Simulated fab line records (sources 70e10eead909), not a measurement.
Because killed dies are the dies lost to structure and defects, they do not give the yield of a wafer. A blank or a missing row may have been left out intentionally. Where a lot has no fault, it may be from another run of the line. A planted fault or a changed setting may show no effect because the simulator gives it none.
fab line records	flow nandHarc
record lots=12	wafers=36	lastDay=34
route steps=1302 shown THIN_TSV@1271 END@1302
lots with no fault: from the same line, run without faults
startH: start of the lot's first displayed wafer, in hours after the record's first day	waitH: time in hours since the lot's previous step	" repeats the value in the row above	L1.1+2: a single row standing in for several wafers	- either no value or no given start	* or withheld: withheld	< > ~ a bound
route shown NAME@n: names a module that has steps shown in the file, with the first one's number in the route	usual: mean/standard deviation taken from wafers without a fault	same: alike in all rows	chamber/n: place in a boat	sites: readings site by site	_std_site: standard deviation of those values	_edge_site: inner sites' mean taken away from outer sites' mean	radiusMm: for every site, how far away it sits from the centre of the wafer	mask NAME#n: copy n	behind: the last tool/chamber to shape the wafer	hold: cause of the lot's hold/its duration in hours/its outcome	device: the transistor (n, p or np) that didn't switch	end of line: at the end of the route, the tests of the same wafers	a step given without rows: its recipe and nothing more	killed: count of dies lost to structure and defects at first sort (not the wafer's yield)	map: dies across one wafer; x = killed, . = not, _ = none there
set.NAME: the setting the step ran with; set.NAME@STEP: the setting that earlier step ran with	model.NAME: the simulator's own value behind a step, which no gauge read
one table for each step of the route and one row for each wafer, over a sample of lots
services: a tool's chamber out of use, with start hour (startH, from the record's first day; less than 0 if before it), hours out, and reason
## steps
# step NHARC_THIN_TSV_PRE_CLEAN_50
# recipe timeS=30	tempC=280	gas=H2/He
# usual heaterPowerW=450/34
lot.wafer	tool	chamber	startH	waitH	heaterPowerW
L435.3	pvdSputter-01	-	-	-	388
L435.1	"	-	"	"	487
L435.5	"	-	"	"	394
L437.1	pvdSputter-03	-	-	-	477
L437.4	"	-	"	"	452
L437.5	"	-	"	"	442
L440.1	pvdSputter-03	-	-	-	467
L440.2	"	-	"	"	445
L440.6	"	-	"	"	459
L442.3	pvdSputter-03	-	-	-	448
L442.4	"	-	"	"	470
L442.5	"	-	"	"	448
L439.3	pvdSputter-03	-	-	-	441
L439.5	"	-	"	"	464
L439.6	"	-	"	"	460
L443.2	pvdSputter-02	-	-	-	413
L443.3	"	-	"	"	429
L443.1	"	-	"	"	457
L446.2	pvdSputter-02	-	-	-	447
L446.4	"	-	"	"	449
L446.6	"	-	"	"	456
L445.3	pvdSputter-03	-	-	-	467
L445.4	"	-	"	"	458
L445.6	"	-	"	"	453
L455.4	pvdSputter-01	-	-	-	432
L455.2	"	-	"	"	511
L455.3	"	-	"	"	485
L456.3	pvdSputter-01	-	-	-	500
L456.2	"	-	"	"	394
L456.1	"	-	"	"	501
L457.1	pvdSputter-02	-	-	-	475
L457.2	"	-	"	"	380
L457.5	"	-	"	"	377
L458.4	pvdSputter-03	-	-	-	426
L458.2	"	-	"	"	429
L458.6	"	-	"	"	445
# step NHARC_THIN_TSV_PRE_CLEAN_54
# recipe timeS=30	tempC=280	gas=H2/He
# usual heaterPowerW=452/35
lot.wafer	tool	chamber	startH	waitH	heaterPowerW
L435.3	pvdSputter-01	-	555.31	0.1	429
L435.1	"	-	"	"	501
L435.5	"	-	"	"	398
L437.1	pvdSputter-03	-	579.70	0.1	450
L437.4	"	-	"	"	469
L437.5	"	-	"	"	439
L440.1	pvdSputter-03	-	605.39	0.1	466
L440.2	"	-	"	"	449
L440.6	"	-	"	"	468
L442.4	pvdSputter-01	-	610.33	0.1	440
L442.3	"	-	"	"	493
L442.5	"	-	"	"	504
L439.3	pvdSputter-01	-	611.47	0.1	442
L439.6	"	-	"	"	500
L439.5	"	-	"	"	391
L443.3	pvdSputter-01	-	639.38	0.0	491
L443.1	"	-	"	"	512
L443.2	"	-	"	"	439
L446.2	pvdSputter-03	-	644.22	0.1	476
L446.4	"	-	"	"	447
L446.6	"	-	"	"	461
L445.4	pvdSputter-03	-	648.69	0.0	435
L445.3	"	-	"	"	471
L445.6	"	-	"	"	458
L455.3	pvdSputter-02	-	760.83	0.0	434
L455.4	"	-	"	"	470
L455.2	"	-	"	"	380
L456.3	pvdSputter-01	-	762.07	0.0	508
L456.2	"	-	"	"	443
L456.1	"	-	"	"	398
L457.2	pvdSputter-02	-	775.91	0.1	434
L457.1	"	-	"	"	488
L457.5	"	-	"	"	487
L458.4	pvdSputter-01	-	796.32	0.1	415
L458.2	"	-	"	"	401
L458.6	"	-	"	"	421
# step NHARC_THIN_TSV_EXPOSE_30
# recipe na=0.55	doseMj=11.47	maskId=PAD
# usual exposureDoseMJCm2=11.470/0.011
lot.wafer	tool	chamber	startH	waitH	mask	exposureDoseMJCm2
L435.1	krfScanner-01	0	556.20	-	PAD#0	11.497
L435.3	"	0	"	"	PAD#0	11.464
L435.5	"	0	"	"	PAD#0	11.478
L437.1	krfScanner-03	0	580.60	-	PAD#0	11.471
L437.4	"	0	"	"	PAD#0	11.467
L437.5	"	0	"	"	PAD#0	11.486
L440.1	krfScanner-03	0	606.17	-	PAD#0	11.481
L440.2	"	0	"	"	PAD#0	11.465
L440.6	"	0	"	"	PAD#0	11.468
L442.3	krfScanner-03	0	611.15	-	PAD#0	11.463
L442.4	"	0	"	"	PAD#0	11.462
L442.5	"	0	"	"	PAD#0	11.485
L439.3	krfScanner-03	0	612.24	-	PAD#0	11.457
L439.5	"	0	"	"	PAD#0	11.470
L439.6	"	0	"	"	PAD#0	11.460
L443.1	krfScanner-04	0	640.30	-	PAD#0	11.472
L443.2	"	0	"	"	PAD#0	11.463
L443.3	"	0	"	"	PAD#0	11.461
L446.2	krfScanner-04	0	645.11	-	PAD#0	11.475
L446.4	"	0	"	"	PAD#0	11.461
L446.6	"	0	"	"	PAD#0	11.487
L445.3	krfScanner-03	0	649.61	-	PAD#0	11.478
L445.4	"	0	"	"	PAD#0	11.473
L445.6	"	0	"	"	PAD#0	11.470
L455.2	krfScanner-04	0	761.74	-	PAD#0	10.668
L455.3	"	0	"	"	PAD#0	10.660
L455.4	"	0	"	"	PAD#0	10.655
L456.1	krfScanner-04	0	762.93	-	PAD#0	10.681
L456.2	"	0	"	"	PAD#0	10.674
L456.3	"	0	"	"	PAD#0	10.682
L457.1	krfScanner-03	0	776.80	-	PAD#0	11.493
L457.2	"	0	"	"	PAD#0	11.467
L457.5	"	0	"	"	PAD#0	11.480
L458.2	krfScanner-03	0	797.09	-	PAD#0	11.474
L458.4	"	0	"	"	PAD#0	11.471
L458.6	"	0	"	"	PAD#0	11.453
# step NHARC_THIN_TSV_ETCH_36
# recipe targetDepthA=650	overEtchFrac=0.3	timeS=18.571	ionEnergyEv=150	chemistry=Cl2/BCl3
# usual drypumpMotorCurrentA=5.71/0.24	oesProductAu=1.003/0.0065
lot.wafer	tool	chamber	startH	waitH	drypumpMotorCurrentA	oesProductAu	rfHoursCounterH
L435.1	rieMetal-03	1	557.11	0.4	5.91	1.003	1.2
L435.3	"	1	"	"	5.91	1.000	-
L435.5	"	1	"	"	5.93	1.005	-
L437.1	rieMetal-02	1	581.31	0.2	5.25	1.009	2.3
L437.4	"	0	"	"	5.76	1.014	-
L437.5	"	0	"	"	5.74	1.003	-
L440.2	rieMetal-03	0	606.87	0.2	5.48	1.010	0.4
L440.1	"	1	"	"	5.91	0.998	2.2
L440.6	"	1	"	"	5.94	1.009	-
L442.3	rieMetal-01	0	611.86	0.2	5.71	0.996	-
L442.4	"	1	"	"	5.92	1.005	-
L442.5	"	1	"	"	5.93	1.003	-
L439.3	rieMetal-01	0	612.95	0.2	5.71	1.003	-
L439.5	"	1	"	"	5.95	1.003	-
L439.6	"	0	"	"	5.71	1.002	-
L443.1	rieMetal-02	0	641.00	0.2	5.72	1.001	0.2
L443.2	"	1	"	"	5.25	1.010	0.2
L443.3	"	0	"	"	5.74	1.007	-
L446.2	rieMetal-02	1	645.81	0.2	5.24	1.012	0.4
L446.4	"	0	"	"	5.76	1.000	-
L446.6	"	1	"	"	5.23	1.008	-
L445.4	rieMetal-01	0	650.31	0.2	5.69	1.005	-
L445.3	"	1	"	"	5.92	1.014	-
L445.6	"	0	"	"	5.70	1.006	-
L455.2	rieMetal-01	0	762.44	0.2	5.68	0.998	0.2
L455.4	"	0	"	"	5.72	1.008	-
L455.3	"	1	"	"	5.91	0.996	-
L456.1	rieMetal-03	1	763.63	0.2	5.92	1.000	1.4
L456.2	"	0	"	"	5.46	1.004	1.4
L456.3	"	1	"	"	5.93	1.011	-
L457.2	rieMetal-03	0	777.51	0.2	5.44	1.004	1.6
L457.1	"	1	"	"	5.91	1.012	1.6
L457.5	"	0	"	"	5.47	1.003	-
L458.2	rieMetal-03	1	797.80	0.2	5.94	1.006	2.0
L458.4	"	1	"	"	5.92	0.999	-
L458.6	"	0	"	"	5.47	0.994	-
# step NHARC_END_SORT_01
# recipe tempC=25
# usual defectLimitedYield=91/3.4	killedAtArray=54/23	killedAtOther=1.2/1.5	killedAtPeriphery=3.9/2.5	killedDies=59/23	killedOpen=3.2/1.7	killedShort=2.4/1.6	sort_bin_2_pct=3.0/1.4	sort_bin_3_pct=0.7/0.45	sort_bin_4_pct=5.0/1.9	sortNPass=618/23	sortRimYieldPct=92/3.8	sortYieldPct=91/3.4
# same grossDies=677	sort_bin_5_pct[%]=0	sort_bin_6_pct[%]=0	sort_bin_7_pct[%]=0	sort_bin_8_pct[%]=0	sortRimNGross=106.00
lot.wafer	tool	chamber	startH	waitH	defectLimitedYield[%]	killedAtArray	killedAtOther	killedAtPeriphery	killedDies	killedOpen	killedShort	sort_bin_2_pct[%]	sort_bin_3_pct[%]	sort_bin_4_pct[%]	sortNPass	sortRimYieldPct[%]	sortYieldPct[%]
L435.1	prober-01	0	565.62	2.5	87	84	0	5	89	3	1	5.5	1.0	6.6	588	96	87
L435.3	prober-01	0	567.22	3.1	87	78	2	7	87	4	1	4.0	1.3	7.5	590	98	87
L435.5	prober-01	0	568.82	3.7	87	84	0	3	87	2	2	5.6	0.4	6.8	590	94	87
L437.1	prober-02	0	588.00	2.5	95	23	1	11	35	4	6	1.9	0.1	3.1	642	96	95
L437.4	prober-02	0	590.40	3.4	94	30	1	11	42	7	3	1.6	0.3	4.3	635	92	94
L437.5	prober-02	0	591.20	3.7	97	22	0	1	23	3	2	1.2	0.1	2.1	654	96	97
L440.1	prober-01	0	615.34	2.5	96	25	0	0	25	3	2	0.7	0	3.0	652	95	96
L440.2	prober-01	0	616.13	2.8	97	19	0	3	22	6	3	1.6	0.1	1.5	655	98	97
L440.6	prober-01	0	619.30	4.0	95	27	1	4	32	3	4	0.9	0.3	3.5	645	95	95
L442.3	prober-02	0	624.70	3.1	86	85	5	4	94	3	2	4.1	1.3	8.4	583	94	86
L442.4	prober-02	0	625.50	3.4	87	85	2	3	90	4	2	5.6	1.3	6.4	587	88	87
L442.5	prober-02	0	626.30	3.7	86	90	5	0	95	2	1	4.3	0.9	8.9	582	88	86
L439.3	prober-01	0	624.70	3.1	91	55	2	1	58	3	5	4.6	0.7	3.2	619	98	91
L439.5	prober-01	0	626.31	3.7	91	58	3	3	64	3	0	3.7	0.9	4.9	613	96	91
L439.6	prober-01	0	627.11	4.0	90	67	0	2	69	2	2	3.2	0.9	6.1	608	96	90
L443.1	prober-01	0	649.45	2.5	94	28	6	6	40	3	0	2.4	0.3	3.2	637	95	94
L443.2	prober-01	0	650.24	2.8	95	26	5	4	35	2	5	1.6	0.6	3.0	642	92	95
L443.3	prober-01	0	651.03	3.1	95	27	3	4	34	4	2	2.4	0.6	2.1	643	94	95
L446.2	prober-01	0	657.94	2.8	96	19	2	6	27	3	2	0.6	0	3.4	650	95	96
L446.4	prober-01	0	659.54	3.4	97	18	2	3	23	2	1	1.3	0	2.1	654	99	97
L446.6	prober-01	0	661.13	4.0	96	26	1	2	29	3	2	0.9	0.1	3.2	648	98	96
L445.3	prober-02	0	660.50	3.1	88	76	1	1	78	4	4	5.2	0.7	5.6	599	93	88
L445.4	prober-02	0	661.30	3.4	89	74	0	0	74	0	3	3.7	0.7	6.5	603	90	89
L445.6	prober-02	0	662.90	4.0	87	82	1	2	85	7	4	4.6	1.2	6.8	592	89	87
L456.1	prober-01	0	771.00	2.5	91	53	2	3	58	3	4	2.7	0.3	5.6	619	92	91
L456.2	prober-01	0	771.80	2.8	92	54	0	3	57	2	4	2.4	0.4	5.6	620	90	92
L456.3	prober-01	0	772.60	3.1	93	42	0	6	48	6	3	2.2	0.1	4.7	629	89	93
L455.2	prober-02	0	771.84	2.8	91	58	0	5	63	4	1	4.0	0.4	4.9	614	92	91
L455.3	prober-02	0	772.64	3.1	93	43	1	3	47	1	2	3.1	0.6	3.2	630	91	93
L455.4	prober-02	0	773.44	3.4	94	41	0	3	44	3	1	2.2	1.2	3.1	633	94	94
L457.1	prober-01	0	786.14	2.5	90	66	0	2	68	4	3	3.5	1.0	5.5	609	82	90
L457.2	prober-01	0	786.92	2.8	89	77	0	0	77	2	4	4.3	1.6	5.5	600	82	89
L457.5	prober-01	0	789.28	3.6	90	61	0	5	66	3	1	3.8	0.9	5.0	611	87	90
L458.2	prober-02	0	807.05	2.8	90	66	0	0	66	1	3	4.3	0.4	5.0	611	92	90
L458.4	prober-02	0	808.66	3.4	92	52	1	0	53	1	2	2.8	0.4	4.6	624	90	92
L458.6	prober-02	0	810.27	4.0	90	63	0	3	66	2	0	3.4	0.9	5.5	611	89	90
# killed by level:class
L435.1 A_CHANNEL_HOLE_D2:chamberFilmFlake=39 A_CHANNEL_HOLE_D1:chamberFilmFlake=25 A_WL_FILL:chamberFilmFlake=5 A_STAIRCASE:chamberFilmFlake=4 A_CONTACT:chamberFilmFlake=4 P_GATE:chamberFilmFlake=3 A_CONTACT:geometricParticle:open=2 P_ZERO_WELL:chamberFilmFlake=2
L435.3 A_CHANNEL_HOLE_D1:chamberFilmFlake=36 A_CHANNEL_HOLE_D2:chamberFilmFlake=28 P_M0:chamberFilmFlake=7 A_CONTACT:chamberFilmFlake=5 STARTING-WAFER:geometricParticle:open=2 A_SGD_CUT:chamberFilmFlake=2 A_ONON_D1:geometricParticle:open=1 A_WL_FILL:geometricParticle:short=1
L435.5 A_CHANNEL_HOLE_D2:chamberFilmFlake=34 A_CHANNEL_HOLE_D1:chamberFilmFlake=31 A_CONTACT:chamberFilmFlake=5 A_STAIRCASE:chamberFilmFlake=3 A_WL_FILL:chamberFilmFlake=3 A_M0:geometricParticle:short=2 A_SGD_CUT:chamberFilmFlake=2 A_ONON_D2:geometricParticle:open=1
L437.1 P_GATE:chamberFilmFlake=7 A_CONTACT:chamberFilmFlake=7 A_CHANNEL_HOLE_D2:chamberFilmFlake=4 P_M0:geometricParticle:short=2 P_M2:geometricParticle:short=2 A_CHANNEL_FILL_D1:geometricParticle:short=2 A_CHANNEL_HOLE_D1:chamberFilmFlake=2 A_SGD_CUT:chamberFilmFlake=2
L437.4 A_CONTACT:chamberFilmFlake=9 A_CHANNEL_HOLE_D2:chamberFilmFlake=8 P_GATE:chamberFilmFlake=6 A_M0:geometricParticle:open=3 A_STAIRCASE:chamberFilmFlake=3 P_STI:geometricParticle:open=1 P_CONTACT:geometricParticle:open=1 P_CONTACT:geometricParticle:short=1
L437.5 A_CHANNEL_HOLE_D2:chamberFilmFlake=5 A_CONTACT:chamberFilmFlake=5 A_CHANNEL_HOLE_D1:chamberFilmFlake=4 A_CHANNEL_HOLE_D2:geometricParticle:open=2 A_SGD_CUT:chamberFilmFlake=2 A_WL_FILL:geometricParticle:short=1 A_M0:geometricParticle:short=1 A_M1:geometricParticle:open=1
L440.1 A_CHANNEL_HOLE_D1:chamberFilmFlake=6 A_CHANNEL_HOLE_D2:chamberFilmFlake=6 A_ONON_D2:geometricParticle:short=2 A_CONTACT:geometricParticle:open=2 A_CHANNEL_FILL_D1:chamberFilmFlake=2 A_WL_FILL:chamberFilmFlake=2 A_M1:chamberFilmFlake=2 A_ONON_D1:geometricParticle:open=1
L440.2 A_CHANNEL_HOLE_D2:chamberFilmFlake=5 A_ZERO_WELL:chamberFilmFlake=2 A_CHANNEL_HOLE_D1:chamberFilmFlake=2 P_GATE:geometricParticle:open=1 P_M2:geometricParticle:open=1 A_CHANNEL_HOLE_D1:geometricParticle:short=1 A_CHANNEL_HOLE_D1:geometricParticle:open=1 A_CHANNEL_FILL_D1:geometricParticle:short=1
L440.6 A_CHANNEL_HOLE_D2:chamberFilmFlake=8 A_WL_FILL:chamberFilmFlake=4 A_M1:chamberFilmFlake=4 P_CONTACT:geometricParticle:open=2 P_GATE:chamberFilmFlake=2 A_SLIT:chamberFilmFlake=2 A_CONTACT:chamberFilmFlake=2 A_CHANNEL_HOLE_D1:geometricParticle:open=1
L442.3 A_SLIT:chamberFilmFlake=28 A_CHANNEL_HOLE_D2:chamberFilmFlake=27 A_CHANNEL_HOLE_D1:chamberFilmFlake=18 THIN_TSV:chamberFilmFlake=5 A_CONTACT:chamberFilmFlake=4 P_GATE:chamberFilmFlake=3 A_CHANNEL_FILL_D2:geometricParticle:open=2 A_CHANNEL_FILL_D1:chamberFilmFlake=2
L439.3 A_CHANNEL_HOLE_D2:chamberFilmFlake=22 A_CHANNEL_HOLE_D1:chamberFilmFlake=20 A_BONDPAD:chamberFilmFlake=3 A_WL_FILL:geometricParticle:short=2 A_CHANNEL_FILL_D1:geometricParticle:open=1 A_CHANNEL_FILL_D1:geometricParticle:short=1 A_DECK1_JOINT:geometricParticle:short=1 A_CHANNEL_HOLE_D2:geometricParticle:open=1
L442.4 A_CHANNEL_HOLE_D2:chamberFilmFlake=33 A_CHANNEL_HOLE_D1:chamberFilmFlake=24 A_SLIT:chamberFilmFlake=19 A_CONTACT:chamberFilmFlake=3 P_ZERO_WELL:chamberFilmFlake=2 THIN_TSV:chamberFilmFlake=2 P_M1:geometricParticle:open=1 A_CHANNEL_HOLE_D1:geometricParticle:short=1
L442.5 A_CHANNEL_HOLE_D1:chamberFilmFlake=29 A_CHANNEL_HOLE_D2:chamberFilmFlake=29 A_SLIT:chamberFilmFlake=20 THIN_TSV:chamberFilmFlake=5 A_ZERO_WELL:chamberFilmFlake=2 A_CHANNEL_FILL_D1:chamberFilmFlake=2 A_CONTACT:chamberFilmFlake=2 A_CHANNEL_FILL_D1:geometricParticle:short=1
L439.5 A_CHANNEL_HOLE_D1:chamberFilmFlake=28 A_CHANNEL_HOLE_D2:chamberFilmFlake=17 A_BONDPAD:chamberFilmFlake=4 THIN_TSV:chamberFilmFlake=3 P_GATE:chamberFilmFlake=2 A_SLIT:chamberFilmFlake=2 A_CONTACT:chamberFilmFlake=2 A_DECK1_JOINT:geometricParticle:open=1
L439.6 A_CHANNEL_HOLE_D2:chamberFilmFlake=27 A_CHANNEL_HOLE_D1:chamberFilmFlake=27 A_CONTACT:chamberFilmFlake=3 A_BONDPAD:chamberFilmFlake=3 A_SLIT:chamberFilmFlake=2 P_M0:geometricParticle:open=1 A_ONON_D1:geometricParticle:short=1 A_CONTACT:geometricParticle:short=1
L443.1 A_CHANNEL_HOLE_D2:chamberFilmFlake=13 THIN_TSV:chamberFilmFlake=5 A_CHANNEL_HOLE_D1:chamberFilmFlake=4 A_CONTACT:chamberFilmFlake=3 P_ZERO_WELL:chamberFilmFlake=2 P_GATE:chamberFilmFlake=2 P_BONDPAD:chamberFilmFlake=2 A_CHANNEL_FILL_D1:chamberFilmFlake=2
L443.2 A_CHANNEL_HOLE_D2:chamberFilmFlake=10 THIN_TSV:chamberFilmFlake=5 A_CONTACT:chamberFilmFlake=4 A_CHANNEL_HOLE_D1:chamberFilmFlake=3 A_STAIRCASE:chamberFilmFlake=3 P_GATE:chamberFilmFlake=2 P_CONTACT:geometricParticle:open=1 P_M1:geometricParticle:open=1
L443.3 A_CHANNEL_HOLE_D2:chamberFilmFlake=9 A_CHANNEL_HOLE_D1:chamberFilmFlake=5 A_CONTACT:chamberFilmFlake=5 THIN_TSV:chamberFilmFlake=3 A_SLIT:chamberFilmFlake=2 P_STI:geometricParticle:open=1 P_M0:geometricParticle:open=1 A_ONON_D1:geometricParticle:short=1
L446.2 A_STAIRCASE:chamberFilmFlake=5 A_CHANNEL_HOLE_D1:chamberFilmFlake=4 P_CONTACT:chamberFilmFlake=2 A_CONTACT:chamberFilmFlake=2 P_CONTACT:geometricParticle:open=1 A_ONON_D1:geometricParticle:short=1 A_CHANNEL_HOLE_D1:geometricParticle:short=1 A_DECK1_JOINT:geometricParticle:open=1
L446.4 A_CHANNEL_HOLE_D1:chamberFilmFlake=8 A_STAIRCASE:chamberFilmFlake=3 P_CONTACT:chamberFilmFlake=2 THIN_TSV:chamberFilmFlake=2 A_ONON_D1:geometricParticle:open=1 A_CHANNEL_HOLE_D2:geometricParticle:short=1 A_M0:geometricParticle:open=1 P_STI:chamberFilmFlake=1
L445.3 A_CHANNEL_HOLE_D1:chamberFilmFlake=32 A_SLIT:chamberFilmFlake=27 A_CHANNEL_HOLE_D2:chamberFilmFlake=3 A_CHANNEL_HOLE_D2:geometricParticle:short=2 A_ZERO_WELL:chamberFilmFlake=2 A_DECK1_JOINT:chamberFilmFlake=2 A_CONTACT:chamberFilmFlake=2 P_M1:geometricParticle:open=1
L446.6 A_CHANNEL_HOLE_D1:chamberFilmFlake=9 A_STAIRCASE:chamberFilmFlake=3 A_CONTACT:chamberFilmFlake=3 A_CHANNEL_HOLE_D2:chamberFilmFlake=2 A_SLIT:chamberFilmFlake=2 P_M0:geometricParticle:open=1 A_ONON_D1:geometricParticle:short=1 A_DECK1_JOINT:geometricParticle:short=1
L445.4 A_CHANNEL_HOLE_D1:chamberFilmFlake=38 A_SLIT:chamberFilmFlake=23 A_CHANNEL_HOLE_D2:chamberFilmFlake=4 A_ZERO_WELL:chamberFilmFlake=3 A_CONTACT:chamberFilmFlake=2 A_DECK1_JOINT:geometricParticle:short=1 A_ONON_D2:geometricParticle:short=1 A_WL_FILL:geometricParticle:short=1
L445.6 A_CHANNEL_HOLE_D1:chamberFilmFlake=34 A_SLIT:chamberFilmFlake=29 A_M0:geometricParticle:open=3 A_ONON_D2:geometricParticle:short=2 A_ZERO_WELL:chamberFilmFlake=2 A_CHANNEL_FILL_D2:chamberFilmFlake=2 P_M0:geometricParticle:open=1 A_CHANNEL_FILL_D1:geometricParticle:short=1
L456.1 A_CHANNEL_HOLE_D2:chamberFilmFlake=27 A_CHANNEL_HOLE_D1:chamberFilmFlake=9 A_CONTACT:chamberFilmFlake=6 A_SLIT:chamberFilmFlake=5 A_WL_FILL:geometricParticle:short=2 P_M0:geometricParticle:short=1 P_M1:geometricParticle:open=1 A_DECK1_JOINT:geometricParticle:open=1
L456.2 A_CHANNEL_HOLE_D2:chamberFilmFlake=20 A_CHANNEL_HOLE_D1:chamberFilmFlake=11 A_SLIT:chamberFilmFlake=9 A_CONTACT:chamberFilmFlake=7 A_CHANNEL_FILL_D2:geometricParticle:short=2 P_GATE:geometricParticle:open=1 A_SOURCE_PLATE:geometricParticle:short=1 A_SOURCE_PLATE:geometricParticle:open=1
L455.2 A_CHANNEL_HOLE_D2:chamberFilmFlake=21 A_SLIT:chamberFilmFlake=12 A_CONTACT:chamberFilmFlake=8 A_CHANNEL_HOLE_D1:chamberFilmFlake=7 A_ONON_D1:geometricParticle:open=2 P_GATE:chamberFilmFlake=2 A_CHANNEL_FILL_D1:chamberFilmFlake=2 A_STAIRCASE:chamberFilmFlake=2
L456.3 A_CHANNEL_HOLE_D2:chamberFilmFlake=17 A_SLIT:chamberFilmFlake=9 A_CHANNEL_HOLE_D1:chamberFilmFlake=6 P_M1:chamberFilmFlake=3 A_CHANNEL_FILL_D2:chamberFilmFlake=2 P_CONTACT:geometricParticle:open=1 P_CONTACT:geometricParticle:short=1 A_ONON_D1:geometricParticle:short=1
L455.3 A_CHANNEL_HOLE_D2:chamberFilmFlake=17 A_SLIT:chamberFilmFlake=8 A_CHANNEL_HOLE_D1:chamberFilmFlake=5 A_SGD_CUT:chamberFilmFlake=5 A_CONTACT:chamberFilmFlake=3 A_CHANNEL_FILL_D2:geometricParticle:short=2 P_GATE:chamberFilmFlake=2 A_CHANNEL_FILL_D2:geometricParticle:open=1
L455.4 A_CHANNEL_HOLE_D2:chamberFilmFlake=21 A_CHANNEL_HOLE_D1:chamberFilmFlake=6 A_SGD_CUT:chamberFilmFlake=4 A_CONTACT:chamberFilmFlake=4 P_M1:chamberFilmFlake=2 A_SLIT:chamberFilmFlake=2 A_CHANNEL_HOLE_D1:geometricParticle:short=1 A_ONON_D2:geometricParticle:open=1
L457.1 A_SLIT:chamberFilmFlake=29 A_CHANNEL_HOLE_D2:chamberFilmFlake=18 A_CHANNEL_HOLE_D1:chamberFilmFlake=6 A_CONTACT:chamberFilmFlake=4 A_CHANNEL_FILL_D1:chamberFilmFlake=2 P_GATE:geometricParticle:open=1 A_ONON_D1:geometricParticle:open=1 A_ONON_D1:geometricParticle:short=1
L457.2 A_CHANNEL_HOLE_D2:chamberFilmFlake=31 A_SLIT:chamberFilmFlake=21 A_CHANNEL_HOLE_D1:chamberFilmFlake=10 A_CONTACT:chamberFilmFlake=5 A_STAIRCASE:chamberFilmFlake=2 A_SOURCE_PLATE:geometricParticle:short=1 A_ONON_D1:geometricParticle:short=1 A_DECK1_JOINT:geometricParticle:short=1
L457.5 A_SLIT:chamberFilmFlake=22 A_CHANNEL_HOLE_D2:chamberFilmFlake=20 A_CHANNEL_HOLE_D1:chamberFilmFlake=12 A_CONTACT:chamberFilmFlake=4 P_GATE:chamberFilmFlake=2 P_M0:geometricParticle:short=1 P_M1:geometricParticle:open=1 A_CHANNEL_FILL_D1:geometricParticle:open=1
L458.2 A_CHANNEL_HOLE_D2:chamberFilmFlake=31 A_SLIT:chamberFilmFlake=12 A_CONTACT:chamberFilmFlake=8 A_CHANNEL_FILL_D2:chamberFilmFlake=2 A_STAIRCASE:chamberFilmFlake=2 A_SGD_CUT:chamberFilmFlake=2 A_M1:chamberFilmFlake=2 A_DECK1_JOINT:geometricParticle:short=1
L458.4 A_CHANNEL_HOLE_D2:chamberFilmFlake=22 A_SLIT:chamberFilmFlake=9 A_CONTACT:chamberFilmFlake=8 A_SGD_CUT:chamberFilmFlake=3 A_BONDPAD:chamberFilmFlake=3 A_CHANNEL_FILL_D1:chamberFilmFlake=2 A_CHANNEL_FILL_D2:geometricParticle:short=1 A_WL_FILL:geometricParticle:short=1
L458.6 A_CHANNEL_HOLE_D2:chamberFilmFlake=28 A_SLIT:chamberFilmFlake=11 A_CONTACT:chamberFilmFlake=11 A_BONDPAD:chamberFilmFlake=5 A_WL_FILL:chamberFilmFlake=3 P_GATE:chamberFilmFlake=2 A_SGD_CUT:chamberFilmFlake=2 P_CONTACT:geometricParticle:open=1
## services
tool	chamber	startH	hours	kind
krfScanner-01	-	556.73	2.0	repair
rieMetal-02	0	567.14	1.1	repair
krfScanner-03	-	568.00	4.0	pm
pvdSputter-01	-	569.13	16.8	repair
krfScanner-01	-	569.31	7.9	repair
rieMetal-03	0	569.95	16.0	repair
rieMetal-01	-	575.00	9.0	pm
pvdSputter-01	-	585.95	10.0	pm
krfScanner-03	-	618.42	1.0	repair
rieMetal-02	-	631.00	9.0	pm
pvdSputter-02	-	642.53	10.0	pm
rieMetal-03	0	644.16	3.7	repair
rieMetal-01	1	662.53	2.4	repair
pvdSputter-03	-	674.29	7.3	repair
rieMetal-03	-	696.00	9.0	pm
krfScanner-04	-	698.00	4.0	pm
pvdSputter-03	-	704.04	10.0	pm
krfScanner-03	-	712.01	0.2	repair
krfScanner-03	-	740.00	4.0	pm
rieMetal-01	-	752.00	9.0	pm
krfScanner-03	-	761.45	2.9	repair
pvdSputter-01	-	763.95	10.0	pm
rieMetal-01	1	764.87	10.2	repair
rieMetal-03	-	795.91	1.1	repair
## key
firstSign step=NHARC_THIN_TSV_EXPOSE_30	reading=exposureDoseMJCm2	direction=down	sigmas=75	usual=11.470	struck=10.670
effect none on later readings
metAt NHARC_THIN_TSV_EXPOSE_30
struckLots L455,L456
notActingAt NHARC_THIN_TSV_PRE_CLEAN_50,NHARC_THIN_TSV_PRE_CLEAN_54,NHARC_THIN_TSV_ETCH_36
onsetBetween 645.11 761.74
fault kind=processParameterDrift	tool=krfScanner-04	chamber=-	onsetH=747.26	steps=NHARC_THIN_TSV_EXPOSE_30	channel=doseMj	offset=-0.80492	shape=step	actsIn=theseRecipesOnly	stated=11.47
